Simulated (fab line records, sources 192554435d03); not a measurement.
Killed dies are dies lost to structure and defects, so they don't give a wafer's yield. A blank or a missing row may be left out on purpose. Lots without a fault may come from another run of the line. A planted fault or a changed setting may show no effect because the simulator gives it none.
Which tool did it? | flow n5_finfet | 8 lots, 24 wafers sampled, at 5 steps of a route of 1938

WHAT THE GAUGES READ, wafer by wafer
N5_BEOL_M4_RC_MEAS_101.
lot  | measured     | on        | DIBL_N (mV/V)  | DIBL_P (mV/V)  | IOFF_N (nA/um) | IOFF_N_85C (nA/um) | IOFF_N_LIN (nA/um) | IOFF_P (nA/um) | IOFF_P_85C (nA/um) | IOFF_P_LIN (nA/um) | ION_N (uA/um) | ION_P (uA/um) | REXT_N (ohm.um) | REXT_P (ohm.um)   | SS_N (mV/dec)  | SS_P (mV/dec)  | VT_N (mV)   | VT_N_LVT (mV) | VT_P (mV)
L837 | day 9 03:11  | prober-02 | 36.0 37.3 34.0 | 37.4 39.0 34.3 | 0.15 0.18 0.12 | 2.9 3.4 2.4        | 0.070 0.080 0.058  | 0.20 0.24 0.16 | 3.6 4.2 3.0        | 0.100 0.114 0.085  | 672 677 667   | 462 466 459   | 76.8 75.4 74.8  | 101.8 99.6 100.0  | 71.8 72.3 70.9 | 72.7 73.0 72.2 | 253 248 255 | 99 97 102     | -249 -245 -253
L838 | day 9 06:34  | prober-02 | 35.8 37.0 36.3 | 34.5 37.0 37.3 | 0.14 0.16 0.16 | 2.8 3.1 3.0        | 0.067 0.074 0.074  | 0.20 0.23 0.24 | 3.4 3.9 4.0        | 0.095 0.107 0.109  | 664 664 679   | 457 454 465   | 76.9 76.3 76.4  | 101.4 101.0 99.9  | 70.9 72.2 71.7 | 72.5 74.0 73.3 | 252 251 249 | 100 100 99    | -250 -248 -247
L847 | day 12 13:55 | prober-02 | 57.6 48.6 49.9 | 44.5 39.4 40.5 | 2.10 0.66 0.71 | 26.5 10.0 10.5     | 0.295 0.186 0.201  | 0.46 0.31 0.32 | 6.9 5.0 5.2        | 0.175 0.135 0.138  | 763 738 734   | 486 475 475   | 65.7 66.3 66.6  | 94.9 94.5 96.0    | 84.9 75.9 75.8 | 75.2 73.5 74.2 | 227 234 233 | 75 81 80      | -239 -244 -244
L848 | day 11 18:03 | prober-01 | 50.3 49.4 50.1 | 43.3 39.5 42.9 | 0.60 0.52 0.60 | 9.7 8.5 9.6        | 0.197 0.161 0.211  | 0.43 0.33 0.40 | 6.6 5.2 6.2        | 0.173 0.143 0.168  | 740 734 761   | 481 478 493   | 66.1 65.3 64.6  | 90.6 92.3 91.0    | 75.3 76.1 74.7 | 75.3 74.5 74.7 | 233 234 230 | 81 85 80      | -239 -242 -238
L850 | day 12 23:53 | prober-02 | 32.7 35.0 34.2 | 33.9 36.7 36.0 | 0.12 0.13 0.14 | 2.4 2.7 2.8        | 0.057 0.064 0.067  | 0.17 0.19 0.18 | 3.0 3.4 3.3        | 0.083 0.092 0.089  | 649 659 674   | 456 456 461   | 77.5 78.2 76.3  | 99.4 100.4 99.4   | 71.4 71.4 71.5 | 72.4 72.8 73.4 | 253 255 252 | 102 102 99    | -253 -253 -254
L851 | day 13 00:07 | prober-01 | 34.9 35.8 37.4 | 33.6 32.5 36.1 | 0.13 0.14 0.16 | 2.6 2.8 3.1        | 0.061 0.064 0.073  | 0.24 0.22 0.30 | 4.1 3.8 4.8        | 0.120 0.114 0.138  | 663 660 672   | 472 463 474   | 74.2 72.9 72.6  | 95.6 96.2 94.5    | 70.4 70.8 71.4 | 72.7 73.4 73.4 | 251 250 252 | 104 101 99    | -243 -242 -240
L853 | day 13 19:37 | prober-02 | 36.5 36.6 37.9 | 35.0 35.6 36.2 | 0.16 0.16 0.18 | 3.0 3.0 3.2        | 0.074 0.075 0.080  | 0.22 0.22 0.23 | 3.7 3.7 3.9        | 0.103 0.103 0.109  | 678 685 677   | 466 472 468   | 78.0 78.0 77.4  | 98.9 99.9 98.9    | 71.7 71.8 72.0 | 72.2 73.8 72.8 | 249 250 250 | 98 98 97      | -248 -249 -248
L855 | day 13 21:09 | prober-02 | 36.5 37.7 34.7 | 37.3 37.8 34.8 | 0.16 0.18 0.13 | 3.1 3.4 2.6        | 0.076 0.080 0.061  | 0.22 0.22 0.18 | 3.7 3.8 3.2        | 0.103 0.103 0.090  | 675 683 659   | 468 462 456   | 75.6 75.4 74.7  | 101.1 101.9 101.6 | 71.6 71.6 71.2 | 73.4 74.1 73.0 | 249 251 251 | 98 98 103     | -249 -251 -254

WHICH TOOL RAN EACH LOT (tool, then ch and the chambers of the sampled wafers, then the start)
lot  | N5_SD_EPI_P_DESCUM_14             | N5_SD_EPI_P_ETCH_16               | N5_SD_ACTIVATION_RTA_00         | N5_SD_ACTIVATION_LSA_01
L837 | rie_diel-05 ch 1,2,3, day 3 13:18 | rie_diel-05 ch 1,2,3, day 3 13:55 | rtp_anneal-01 ch 0, day 3 17:04 | laser_anneal-01 ch 0, day 3 17:16
L838 | rie_diel-01 ch 0,1, day 3 20:59   | rie_diel-01 ch 0,1, day 3 21:36   | rtp_anneal-01 ch 0, day 4 01:35 | laser_anneal-02 ch 0, day 4 01:47
L847 | rie_diel-06 ch 0,1,3, day 6 06:17 | rie_diel-06 ch 0,1,3, day 6 06:54 | rtp_anneal-01 ch 0, day 6 10:56 | laser_anneal-02 ch 0, day 6 11:08
L848 | rie_diel-05 ch 0,1,3, day 6 06:37 | rie_diel-05 ch 0,1,3, day 6 07:14 | rtp_anneal-01 ch 0, day 6 10:26 | laser_anneal-01 ch 0, day 6 10:38
L850 | rie_diel-06 ch 2,3, day 6 17:46   | rie_diel-06 ch 2,3, day 6 18:23   | rtp_anneal-02 ch 0, day 6 21:38 | laser_anneal-02 ch 0, day 6 21:50
L851 | rie_diel-05 ch 0,1,2, day 7 05:17 | rie_diel-05 ch 0,1,2, day 7 05:54 | rtp_anneal-02 ch 0, day 7 09:04 | laser_anneal-01 ch 0, day 7 09:16
L853 | rie_diel-05 ch 0,1,2, day 7 13:45 | rie_diel-05 ch 0,1,2, day 7 14:22 | rtp_anneal-02 ch 0, day 7 17:35 | laser_anneal-01 ch 0, day 7 17:47
L855 | rie_diel-01 ch 1,2,3, day 8 01:40 | rie_diel-01 ch 1,2,3, day 8 02:16 | rtp_anneal-02 ch 0, day 8 06:16 | laser_anneal-01 ch 0, day 8 06:28
- N5_SD_EPI_P_DESCUM_14: chemistry O2, time 7.9 s.
- N5_SD_EPI_P_ETCH_16: etches SiO2 in CHF3/O2, target depth 5 nm.
- N5_SD_ACTIVATION_RTA_00: time 0 s.
- N5_SD_ACTIVATION_LSA_01: time 0.0008 s.

WHAT THE TOOLS THEMSELVES READ (means of the sampled wafers that have a number; where no wafer has one, the mark that the record gives instead)
N5_SD_EPI_P_DESCUM_14.
lot  | tool        | drypump_motor_current_A (A) | oes_product_au (a.u.) | rf_vpp_V (V) | showerhead_plenum_p_Torr (Torr) | throttle_valve_pct (%)
L837 | rie_diel-05 | 5.5                         | 0.73                  | 245.3        | 2.18                            | 20.30
L838 | rie_diel-01 | 6.2                         | 0.82                  | 243.7        | 2.12                            | 20.25
L847 | rie_diel-06 | 5.4                         | 0.79                  | 244.2        | 2.18                            | 20.25
L848 | rie_diel-05 | 5.7                         | 0.81                  | 243.6        | 2.16                            | 20.23
L850 | rie_diel-06 | 5.6                         | 0.76                  | 243.5        | 2.15                            | 20.38
L851 | rie_diel-05 | 5.6                         | 0.88                  | 244.9        | 2.16                            | 20.21
L853 | rie_diel-05 | 5.6                         | 0.87                  | 242.9        | 2.16                            | 20.22
L855 | rie_diel-01 | 5.3                         | 0.79                  | 243.0        | 2.10                            | 20.51

N5_SD_EPI_P_ETCH_16.
lot  | tool        | drypump_motor_current_A (A) | oes_product_au (a.u.) | rf_vpp_V (V) | showerhead_plenum_p_Torr (Torr) | throttle_valve_pct (%)
L837 | rie_diel-05 | 5.5                         | 0.73                  | 540          | 2.49                            | 18.74
L838 | rie_diel-01 | 6.2                         | 0.82                  | 524          | 2.44                            | 18.69
L847 | rie_diel-06 | 5.4                         | 0.79                  | 523          | 2.51                            | 18.81
L848 | rie_diel-05 | 5.8                         | 0.81                  | 529          | 2.48                            | 18.69
L850 | rie_diel-06 | 5.6                         | 0.76                  | 524          | 2.49                            | 18.98
L851 | rie_diel-05 | 5.6                         | 0.87                  | 535          | 2.48                            | 18.68
L853 | rie_diel-05 | 5.6                         | 0.86                  | 533          | 2.48                            | 18.68
L855 | rie_diel-01 | 5.3                         | 0.80                  | 526          | 2.42                            | 19.01

N5_SD_ACTIVATION_RTA_00.
lot  | tool          | lamp_power_pct (%) | lamp_zone_1_pct (%) | lamp_zone_2_pct (%) | lamp_zone_3_pct (%) | lamp_zone_4_pct (%) | lamp_zone_5_pct (%) | lamp_zone_6_pct (%) | lamp_zone_7_pct (%) | wafer_temp_C_max
L837 | rtp_anneal-01 | 8.92               | 8.97                | 8.944               | 8.958               | 8.950               | 8.948               | 8.850               | 9.347               | 974.6
L838 | rtp_anneal-01 | 8.96               | 8.96                | 8.936               | 8.952               | 8.951               | 8.973               | 8.867               | 9.364               | 974.4
L847 | rtp_anneal-01 | 9.37               | 9.41                | 9.332               | 9.374               | 9.367               | 9.388               | 9.281               | 9.795               | 974.3
L848 | rtp_anneal-01 | 9.35               | 9.38                | 9.361               | 9.370               | 9.376               | 9.368               | 9.281               | 9.755               | 975.7
L850 | rtp_anneal-02 | 8.98               | 8.98                | 8.948               | 8.926               | 8.955               | 8.933               | 8.849               | 9.386               | 974.5
L851 | rtp_anneal-02 | 8.98               | 8.94                | 8.944               | 8.928               | 8.958               | 8.966               | 8.840               | 9.351               | 975.3
L853 | rtp_anneal-02 | 9.00               | 8.95                | 8.953               | 8.958               | 8.968               | 8.942               | 8.879               | 9.366               | 973.9
L855 | rtp_anneal-02 | 8.96               | 8.96                | 8.983               | 8.939               | 8.943               | 8.942               | 8.872               | 9.317               | 973.0

N5_SD_ACTIVATION_LSA_01.
lot  | tool            | wafer_temp_C_max
L837 | laser_anneal-01 | 1087.0
L838 | laser_anneal-02 | 1086.9
L847 | laser_anneal-02 | 1088.1
L848 | laser_anneal-01 | 1085.7
L850 | laser_anneal-02 | 1090.0
L851 | laser_anneal-01 | 1085.8
L853 | laser_anneal-01 | 1086.7
L855 | laser_anneal-01 | 1087.2

THE ANSWER, worked out from the rows above alone
Rule: what is usual is taken from the lots themselves. Put in order of their means at a reading, lots are off if they are a third of the lots or fewer, leave a main group of 4 or more, and stand apart from it by a gap of 3 or more times the standard deviation of the main group's means; of several such gaps the widest counts. A main group whose means are all the same, to the digits that the tables above print for the reading, isn't used. A lot without any number at a reading at which 4 lots or more have one is off too. The other lots that the step has rows for count as sound. The gauges are gone through in route order, then the tools' own readings, and for those a lot's mean is taken as printed above. The first step at which some lot is off is used, and at that step the reading that is off furthest; a lot without a number counts as furthest.
Off: L847, L848, at N5_BEOL_M4_RC_MEAS_101 (IOFF_N_85C). The main group: mean 2.9 nA/um, standard deviation 0.14.
A tool fits if, at a process step before that reading, it ran every lot that is off, and no sound lot after the first of them. The gauges at N5_BEOL_M4_RC_MEAS_101 aren't tried: what is off there is off at N5_SD_ACTIVATION_RTA_00 too, on other tools, and a gauge's error can't cause that. One fits: rtp_anneal-01 at N5_SD_ACTIVATION_RTA_00. Its last sound lot is L838 (day 4 01:35), its first lot that is off L848 (day 6 10:26): a fault that began between those two fits.
The tool's own readings at N5_SD_ACTIVATION_RTA_00 bear it out: on the lots that are off they differ by more than 5 times the standard deviation of the sound lots' means. lamp_power_pct reads 9.36 % there against 8.97 % on the sound lots; lamp_zone_1_pct reads 9.39 % there against 8.96 % on the sound lots; lamp_zone_2_pct reads 9.347 % there against 8.951 % on the sound lots; lamp_zone_3_pct reads 9.372 % there against 8.944 % on the sound lots; lamp_zone_4_pct reads 9.372 % there against 8.954 % on the sound lots; lamp_zone_5_pct reads 9.378 % there against 8.951 % on the sound lots; lamp_zone_6_pct reads 9.281 % there against 8.860 % on the sound lots; lamp_zone_7_pct reads 9.775 % there against 9.355 % on the sound lots.

WHAT THE SIMULATOR HAD PUT IN
Process parameter drift: rtp_anneal-01, from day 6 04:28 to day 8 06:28, at N5_SD_ACTIVATION_RTA_00. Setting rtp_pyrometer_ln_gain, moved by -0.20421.
Lots struck among those shown: L848, L847. The rule above found the same.
